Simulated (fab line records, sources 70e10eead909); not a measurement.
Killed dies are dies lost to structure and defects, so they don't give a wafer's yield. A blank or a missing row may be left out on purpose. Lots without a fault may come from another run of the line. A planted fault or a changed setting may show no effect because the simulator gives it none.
A struck lot beside a sound one | flow nand_harc | 14 steps out of a route of 1302
Sound: wafers L587.3, L587.5, L587.6. Struck: wafers L601.1, L601.2, L601.5. The cause comes at the end.
At each step with rows: each side's tool, then ch and its chambers, then its first start. Under that, the readings that differ: sound wafers | struck wafers | difference of the means | sigmas: that difference in standard deviations of wafers without a fault.
alike: readings whose means differ by less than 2 such deviations, and words and numbers that are the same on both sides. not compared: withheld readings, readings that some wafer has no value for, bounds like >300 that may hide the same value, and numbers for which the record gives no deviation and whose values overlap.
The two part at a step that has a row with sigmas, a row that says differs or no value, or rows on one side only. Numbers that don't overlap but have no deviation are shown without sigmas and don't part them. A reading that every wafer of one side lacks parts them only if that side has two wafers or more.

first, 8 steps without rows for these wafers: NHARC_A_SGD_CUT_COAT_56 (time 75 s); NHARC_A_SGD_CUT_COAT_57 (time 65 s); NHARC_A_SGD_CUT_COAT_03 (resist thk 90 nm); NHARC_A_SGD_CUT_SOFTBAKE_04 (time 55 s); NHARC_A_SGD_CUT_EBR_05; NHARC_A_SGD_CUT_EXPOSE_06 (exposes mask SGD); NHARC_A_SGD_CUT_PEB_07 (peb time 65 s); NHARC_A_SGD_CUT_DEVELOP_08 (develop time 35 s).
NHARC_A_SGD_CUT_CD_MEAS_09: target cd 100 nm.
  sound on cd_sem-01 ch 0, day 19 10:19; struck on cd_sem-02 ch 0, day 25 04:43
  alike: cd_nm
NHARC_A_SGD_CUT_OVL_MEAS_10:
  sound on overlay-01, day 19 10:24; struck on overlay-02, day 25 04:49
  alike: overlay_x_nm, overlay_y_nm
NHARC_A_SGD_CUT_INSPECT_11:
  sound on defect_inspect-02, day 19 10:26; struck on defect_inspect-01, day 25 04:51
  alike: raw_defect_count
NHARC_A_SGD_CUT_DESCUM_14: chemistry O2, time 3 s.
  sound on rie_diel-05 ch 2,3, day 19 10:29; struck on rie_diel-05 ch 0,2, day 25 04:55
  alike: drypump_motor_current_A, mfc_ar_sccm, o2_flow_sccm, oes_product_au, rf_vpp_V, showerhead_plenum_p_Torr, throttle_valve_pct
  not compared: rf_hours_counter_h
NHARC_A_SGD_CUT_ETCH_58: etches the open film in CF4, target depth 39 nm, time 65 s.
  sound on rie_diel-05 ch 0,1,2, day 19 10:35; struck on rie_diel-05 ch 0,3, day 25 05:00
  no value came back on the struck wafers for any of 8 readings (bias_w (W), cf4_flow_sccm (sccm) and others); on the sound wafers bias_w (W) reads 100.25 99.33 100.24
  not compared: rf_hours_counter_h
NHARC_A_SGD_CUT_ETCH_59: etches the open film in N2/H2, target depth 260 nm, time 406.25 s.
  sound on rie_diel-05 ch 2,3; struck on rie_diel-05 ch 2,3, day 25 05:07
  alike: bias_w, chamber_pressure_mTorr, drypump_motor_current_A, mfc_ar_sccm, oes_product_au, rf_vpp_V, showerhead_plenum_p_Torr, throttle_valve_pct
  not compared: rf_hours_counter_h

WHERE THEY PART
Only at NHARC_A_SGD_CUT_ETCH_58, within this record. Later steps at which nothing parts them and some readings are alike: NHARC_A_SGD_CUT_ETCH_59.

WHY: what the simulator had put in
Skipped step whole: rie_diel-05, from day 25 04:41 on, at NHARC_A_SGD_CUT_ETCH_58. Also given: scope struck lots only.
